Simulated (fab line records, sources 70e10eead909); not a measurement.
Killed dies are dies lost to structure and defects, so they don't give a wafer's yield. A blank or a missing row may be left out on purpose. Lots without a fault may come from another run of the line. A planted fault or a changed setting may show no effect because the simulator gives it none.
fab line records | flow nand_harc
record lots=12 wafers=36 last_day=32
route steps=1302 shown A_M0@1166 A_M1@1201 A_BONDPAD@1202 END@1302
lots that met no fault: from a run of the same line without faults
start_h: hours from the record's first day to the start of the lot's first wafer shown | wait_h: hours since the lot's step before | " the same as in the row above | L1.1+2: a row that stands for several wafers | - no value, or no start given | * or withheld: withheld | < > ~ a bound
route shown NAME@n: a module of which the file shows steps, and the number in the route of the first | usual: mean/standard deviation of fault-free wafers | same: alike in all rows | chamber/n: place in a boat | sites: the reading at each site | _std_site: their standard deviation | _edge_site: outer sites' mean less inner sites' | radius_mm: how far each site lies from the wafer's centre | mask NAME#n: copy n | behind: the tool/chamber that last shaped the wafer | hold: why the lot was held/for how many hours/how that ended | device: the transistor (n, p or np) that didn't switch | end of line: the same wafers' tests at the end of the route | a step without rows: its recipe alone | killed: dies lost to structure and defects at the first sort, not the wafer's yield | map: a wafer's dies, x killed, . not, _ none there
set.NAME: the setting as run; set.NAME@STEP: as run at that earlier step | model.NAME: the simulator's own value behind a step, which no gauge read
steps of the route over a sample of lots; a table a step, a row a wafer
services: from which hour (start_h, from the record's first day; less than 0 if before it) a tool's chamber was out of use, for how many hours, and why
## steps
# step NHARC_A_M0_INSPECT_27
# usual raw_defect_count=534/160
# columns lot.wafer tool chamber start_h wait_h raw_defect_count
L749.1 defect_inspect-01 - 537.43 0.0 502
L749.3 " - " " 388
L749.4 " - " " 567
L755.3 defect_inspect-02 - 593.58 0.0 441
L755.4 " - " " 590
L755.5 " - " " 523
L756.3 defect_inspect-02 - 601.22 0.0 675
L756.5 " - " " 741
L756.6 " - " " 877
L759.4 defect_inspect-02 - 635.88 0.0 504
L759.5 " - " " 628
L759.6 " - " " 474
L760.2 defect_inspect-02 - 643.26 0.0 605
L760.5 " - " " 619
L760.6 " - " " 782
L762.3 defect_inspect-01 - 667.47 0.0 554
L762.4 " - " " 457
L762.6 " - " " 481
L764.2 defect_inspect-01 - 696.55 0.0 484
L764.3 " - " " 588
L764.6 " - " " 518
L765.1 defect_inspect-02 - 697.42 0.0 376
L765.4 " - " " 466
L765.6 " - " " 402
L766.3 defect_inspect-02 - 703.62 0.0 308
L766.4 " - " " 322
L766.5 " - " " 429
L767.2 defect_inspect-01 - 705.57 0.0 737
L767.3 " - " " 518
L767.4 " - " " 716
L768.4 defect_inspect-01 - 712.01 0.0 387
L768.5 " - " " 415
L768.6 " - " " 505
L770.1 defect_inspect-01 - 734.99 0.0 513
L770.4 " - " " 613
L770.5 " - " " 534
# step NHARC_A_M1_DEP_33
# recipe target_thk_a=300 temp_c=370 target_thk_nm=30 pressure_torr=3 flow_sccm=200 rf_w=450 material=SiCN
# usual heater_power_w=623/100 rf_fwd_power_W=449.0/1.5 showerhead_vpp_V=1302/64 susceptor_temp_C=370.05/0.23
# columns lot.wafer tool chamber start_h wait_h heater_power_w rf_fwd_power_W showerhead_vpp_V susceptor_temp_C
L749.3 pecvd-01 0 541.62 0.1 660 450.3 1246 370.37
L749.1 " 2 " " 540 450.8 1425 369.95
L749.4 " 1 " " 807 449.5 1260 370.10
L755.3 pecvd-01 2 598.01 0.1 490 448.5 1412 369.98
L755.5 " 0 " " 695 452.8 1202 369.97
L755.4 " 2 " " 487 447.0 1393 370.26
L756.3 pecvd-01 1 605.65 0.1 677 448.4 1275 370.13
L756.6 " 0 " " 586 450.1 1258 370.04
L756.5 " 2 " " 460 449.4 1402 370.25
L759.4 pecvd-03 2 640.56 0.2 553 448.1 1266 369.84
L759.6 " 0 " " 606 449.4 1280 369.84
L759.5 " 1 " " 493 446.1 1333 369.81
L760.2 pecvd-02 2 647.44 0.1 565 446.9 1223 370.20
L760.6 " 0 " " 776 447.8 1286 369.84
L760.5 " 1 " " 525 449.3 1383 370.03
L762.3 pecvd-01 0 671.67 0.1 688 451.2 1245 369.79
L762.4 " 0 " " 657 450.3 1231 369.95
L762.6 " 1 " " 777 447.8 1304 370.19
L764.2 pecvd-02 0 700.88 0.1 815 448.2 1272 370.15
L764.3 " 1 " " 598 446.8 1337 369.75
L764.6 " 1 " " 596 448.0 1379 370.10
L765.1 pecvd-01 0 701.78 0.1 634 447.7 1274 369.99
L765.4 " 1 " " 655 449.0 1275 370.02
L765.6 " 2 " " 459 448.1 1403 370.33
L766.3 pecvd-01 2 707.96 0.1 452 449.7 1428 370.14
L766.5 " 1 " " 716 448.0 1286 370.14
L766.4 " 0 " " 540 448.0 1232 369.88
L767.3 pecvd-01 2 709.93 0.1 520 448.8 1405 370.07
L767.2 " 0 " " 564 447.2 1231 370.03
L767.4 " 1 " " 614 446.7 1274 370.13
L768.6 pecvd-01 2 716.31 0.2 508 449.6 1405 370.36
L768.4 " 0 " " 592 450.6 1243 370.23
L768.5 " 1 " " 714 451.3 1284 369.83
L770.1 pecvd-02 0 740.33 0.1 734 445.2 1285 369.89
L770.5 " 0 " " 761 446.8 1316 370.25
L770.4 " 2 " " 687 449.4 1237 369.99
# step NHARC_A_BONDPAD_DEP_00
# recipe target_thk_a=2500 temp_c=370 target_thk_nm=250 pressure_torr=3 flow_sccm=200 rf_w=450 material=SiCN
# usual heater_power_w=608/94 rf_fwd_power_W=449.0/1.3 showerhead_vpp_V=1313/34 susceptor_temp_C=369.97/0.2
# columns lot.wafer tool chamber start_h wait_h heater_power_w rf_fwd_power_W showerhead_vpp_V susceptor_temp_C
L749.3 pecvd-04 2 542.18 - 717 449.7 1329 370.11
L749.1 " 0 " " 464 450.2 1313 369.99
L749.4 " 1 " " 596 448.6 1322 370.67
L755.3 pecvd-04 2 598.48 - 766 266.1 1050 370.27
L755.4 " 2 " " 795 268.4 1035 370.13
L755.5 " 0 " " 607 269.2 1020 370.30
L756.3 pecvd-04 2 606.25 - 832 269.0 1030 370.24
L756.5 " 0 " " 529 269.1 1031 369.92
L756.6 " 2 " " 852 266.8 1039 369.97
L759.4 pecvd-02 2 641.12 - 593 450.2 1247 369.76
L759.5 " 0 " " 797 448.4 1275 370.10
L759.6 " 1 " " 565 448.8 1388 370.08
L760.2 pecvd-03 0 648.04 - 594 446.0 1298 369.95
L760.5 " 2 " " 495 448.2 1288 369.87
L760.6 " 0 " " 620 447.8 1283 369.99
L762.3 pecvd-03 2 672.27 - 464 450.6 1277 369.76
L762.6 " 1 " " 584 447.4 1299 369.92
L762.4 " 2 " " 456 449.4 1296 369.81
L764.3 pecvd-04 2 701.44 - 797 447.6 1322 369.96
L764.2 " 0 " " 528 450.3 1341 370.44
L764.6 " 0 " " 531 452.7 1324 369.92
L765.1 pecvd-04 2 702.43 - 728 448.2 1332 370.18
L765.4 " 0 " " 500 449.4 1315 370.03
L765.6 " 1 " " 547 448.4 1319 370.28
L766.3 pecvd-02 0 708.56 - 745 449.0 1294 369.96
L766.4 " 1 " " 560 446.9 1360 369.93
L766.5 " 0 " " 776 449.0 1306 369.94
L767.3 pecvd-04 1 710.53 - 485 449.0 1310 369.86
L767.2 " 2 " " 796 448.4 1366 369.75
L767.4 " 1 " " 505 450.7 1344 370.20
L768.5 pecvd-03 0 716.88 - 693 452.4 1272 370.03
L768.4 " 1 " " 625 451.9 1356 369.40
L768.6 " 2 " " 482 449.1 1281 369.73
L770.1 pecvd-04 2 740.97 - 701 449.4 1342 369.94
L770.4 " 0 " " 522 448.1 1325 370.03
L770.5 " 2 " " 729 449.2 1335 369.86
# step NHARC_A_BONDPAD_ETCH_34
# recipe target_depth_a=600 overetch_a=180 time_s=65.91 ion_energy_ev=200 n2_flow_sccm=150 h2_flow_sccm=150 ar_flow_sccm=0 rf_w=400 bias_w=150 chemistry=N2/H2
# usual drypump_motor_current_A=5.7/0.42 mfc_ar_sccm=0.011/0.014 oes_product_au=0.993/0.012 rf_fwd_power_W=396.4/1.6 rf_vpp_V=431.9/2.8 showerhead_plenum_p_Torr=2.09/0.099 throttle_valve_pct=14.170/0.0095
# columns lot.wafer tool chamber start_h wait_h drypump_motor_current_A mfc_ar_sccm oes_product_au rf_fwd_power_W rf_hours_counter_h rf_vpp_V showerhead_plenum_p_Torr throttle_valve_pct
L749.1 rie_diel-06 0 543.70 0.1 5.7 0 0.975 395.9 1 431.7 2.10 14.177
L749.3 " 2 " " 4.9 0.041 0.993 395.9 1 435.2 2.20 14.139
L749.4 " 3 " " 6.0 0 0.978 397.0 1 434.3 2.19 14.182
L755.4 rie_diel-08 3 600.00 0.1 5.8 0.018 0.996 398.4 7 428.1 1.91 14.168
L755.3 " 0 " " 6.4 0 1.013 397.3 7 435.6 2.21 14.192
L755.5 " 3 " " 5.8 0.018 0.998 398.8 - 427.4 1.91 14.171
L756.3 rie_diel-06 0 607.55 0.1 5.8 0 0.980 394.1 3 433.0 2.10 14.170
L756.5 " 0 " " 5.8 0 0.982 394.9 - 431.4 2.10 14.165
L756.6 " 1 " " 5.8 0.019 0.981 399.6 - 428.6 1.99 14.159
L759.4 rie_diel-06 2 642.51 0.1 4.8 0.041 0.993 395.9 4 435.8 2.20 14.159
L759.5 " 0 " " 5.8 0 0.977 392.3 - 433.4 2.10 14.172
L759.6 " 1 " " 5.8 0.019 0.993 396.1 - 428.3 1.99 14.167
L760.2 rie_diel-06 3 649.51 0.1 6.0 0 1.002 398.8 4 434.0 2.19 14.165
L760.6 " 3 " " 6.0 0 0.998 397.6 - 434.8 2.19 14.176
L760.5 " 0 " " 5.7 0 0.982 395.0 - 431.9 2.10 14.168
L762.4 rie_diel-06 2 673.73 0.1 4.8 0.041 1.002 395.5 0 435.1 2.19 14.168
L762.3 " 3 " " 6.0 0 0.996 397.6 0 433.7 2.19 14.183
L762.6 " 1 " " 5.8 0.019 1.013 396.5 - 427.3 1.99 14.171
L764.2 rie_diel-08 2 702.91 0.1 5.3 0.005 0.989 394.0 26 429.8 2.02 14.172
L764.3 " 1 " " 5.9 0.007 1.004 398.1 22 430.4 1.98 14.153
L764.6 " 3 " " 5.8 0.018 1.009 398.3 - 427.3 1.90 14.171
L765.1 rie_diel-08 0 703.74 0.1 6.4 0 1.013 397.6 16 434.2 2.20 14.164
L765.4 " 2 " " 5.3 0.005 0.982 393.2 27 429.1 2.02 14.165
L765.6 " 3 " " 5.8 0.018 1.009 396.2 - 426.3 1.90 14.163
L766.3 rie_diel-06 2 709.87 0.1 4.8 0.041 1.004 396.7 1 435.0 2.19 14.177
L766.4 " 3 " " 6.0 0 0.990 396.0 1 434.4 2.19 14.165
L766.5 " 1 " " 5.8 0.019 1.006 395.4 - 428.7 1.99 14.166
L767.3 rie_diel-08 1 712.02 0.1 5.9 0.007 0.994 394.3 23 429.8 1.98 14.160
L767.2 " 2 " " 5.3 0.005 0.981 394.7 28 429.9 2.02 14.180
L767.4 " 3 " " 5.8 0.018 1.000 400.1 27 426.5 1.90 14.172
L768.4 rie_diel-06 1 718.17 0.1 5.7 0.019 1.003 396.7 - 429.8 1.99 14.172
L768.6 " 2 " " 4.9 0.041 0.993 396.8 - 435.8 2.19 14.168
L768.5 " 0 " " 5.7 0 0.988 394.5 - 431.4 2.10 14.191
L770.1 rie_diel-06 1 742.29 0.1 5.8 0.019 1.004 397.3 2 431.0 1.99 14.161
L770.5 " 1 " " 5.7 0.019 1.004 397.2 - 428.9 1.99 14.174
L770.4 " 3 " " 6.0 0 0.991 397.6 - 433.6 2.19 14.163
# step NHARC_END_SORT_01
# recipe temp_c=25
# usual defect_limited_yield=90.9/2.8 killed_at_array=56/19 killed_at_other=1.0/1.3 killed_at_periphery=3.8/2.2 killed_dies=61/19 killed_open=3.1/1.9 killed_short=2.3/1.5
# same gross_dies=677
# columns lot.wafer tool chamber start_h wait_h defect_limited_yield[%] killed_at_array killed_at_other killed_at_periphery killed_dies killed_open killed_short
L764.2 prober-02 0 735.81 2.8 88.2 75 0 5 80 1 3
L764.3 prober-02 0 736.61 3.1 87.6 80 0 4 84 5 3
L764.6 prober-02 0 739.03 4.0 88.8 69 0 7 76 6 0
L765.1 prober-01 0 740.40 2.5 92.3 49 0 3 52 2 4
L765.4 prober-01 0 742.81 3.4 90.7 57 0 6 63 7 1
L765.6 prober-01 0 744.41 4.0 89.2 67 0 6 73 6 1
# killed by level:class
L764.2 A_CHANNEL_HOLE_D1:chamber_film_flake=30 A_SLIT:chamber_film_flake=26 A_STAIRCASE:chamber_film_flake=7 A_CONTACT:chamber_film_flake=5 P_BONDPAD:chamber_film_flake=3 P_CONTACT:geometric_particle:open=1 A_ONON_D2:geometric_particle:short=1 A_CHANNEL_FILL_D2:geometric_particle:short=1
L764.3 A_CHANNEL_HOLE_D1:chamber_film_flake=33 A_SLIT:chamber_film_flake=29 A_STAIRCASE:chamber_film_flake=5 P_GATE:chamber_film_flake=3 A_CONTACT:chamber_film_flake=3 A_ONON_D1:geometric_particle:open=1 A_ONON_D1:geometric_particle:short=1 A_ONON_D2:geometric_particle:short=1
L764.6 A_SLIT:chamber_film_flake=31 A_CHANNEL_HOLE_D1:chamber_film_flake=29 A_CONTACT:chamber_film_flake=4 P_GATE:geometric_particle:open=2 P_M0:geometric_particle:open=2 A_CHANNEL_FILL_D2:chamber_film_flake=2 P_CONTACT:geometric_particle:open=1 A_M0:geometric_particle:open=1
L765.1 A_CHANNEL_HOLE_D2:chamber_film_flake=20 A_CHANNEL_HOLE_D1:chamber_film_flake=10 A_STAIRCASE:chamber_film_flake=6 A_SLIT:chamber_film_flake=5 A_WL_FILL:geometric_particle:short=2 P_ZERO_WELL:chamber_film_flake=2 A_CONTACT:chamber_film_flake=2 P_GATE:geometric_particle:short=1
L765.4 A_CHANNEL_HOLE_D2:chamber_film_flake=23 A_STAIRCASE:chamber_film_flake=8 A_SLIT:chamber_film_flake=7 A_CHANNEL_HOLE_D1:chamber_film_flake=6 P_M0:geometric_particle:open=4 A_SGD_CUT:chamber_film_flake=4 A_CONTACT:chamber_film_flake=3 P_ZERO_WELL:chamber_film_flake=2
L765.6 A_CHANNEL_HOLE_D2:chamber_film_flake=26 A_STAIRCASE:chamber_film_flake=10 A_CHANNEL_HOLE_D1:chamber_film_flake=8 A_SLIT:chamber_film_flake=8 P_ZERO_WELL:chamber_film_flake=6 A_CONTACT:chamber_film_flake=6 A_M0:geometric_particle:open=2 A_ZERO_WELL:chamber_film_flake=2
## services
# columns tool chamber start_h hours kind
rie_diel-06 0 523.21 4.6 repair
rie_diel-08 - 545.53 9.0 pm
pecvd-04 - 546.50 3.0 repair
pecvd-03 - 547.00 13.0 pm
pecvd-04 0 552.80 10.3 repair
pecvd-02 1 559.97 1.8 repair
pecvd-02 - 589.25 13.0 pm
rie_diel-06 3 597.05 6.7 repair
pecvd-02 - 608.80 0.5 repair
pecvd-03 0 609.06 12.5 repair
pecvd-02 2 623.97 14.2 repair
pecvd-04 - 631.56 13.0 pm
rie_diel-08 0 646.93 37.9 repair
rie_diel-06 - 661.20 9.0 pm
rie_diel-08 1 666.00 16.1 repair
pecvd-01 - 673.61 13.0 pm
rie_diel-06 1 684.15 13.3 repair
pecvd-01 - 695.59 1.1 repair
rie_diel-08 - 709.20 1.4 repair
rie_diel-06 3 715.84 15.2 repair
rie_diel-08 - 722.84 9.0 pm
pecvd-02 - 725.16 0.3 repair
pecvd-04 - 733.11 1.1 repair
rie_diel-06 2 740.59 9.6 repair
## key
first_sign step=NHARC_A_BONDPAD_DEP_00 reading=rf_fwd_power_W direction=down sigmas=99+ usual=* struck=*
effect step=NHARC_A_BONDPAD_DEP_00 reading=showerhead_vpp_V direction=down sigmas=8.1 usual=1313 struck=1034
met_at NHARC_A_BONDPAD_DEP_00
struck_lots L755,L756
not_acting_at NHARC_A_M0_INSPECT_27,NHARC_A_M1_DEP_33,NHARC_A_BONDPAD_ETCH_34
onset_between 542.18 598.48
fault kind=process_parameter_drift tool=pecvd-04 chamber=- onset_h=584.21 steps=NHARC_A_BONDPAD_DEP_00 channel=rf_w offset=* shape=step end_h=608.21 acts_in=* stated=*
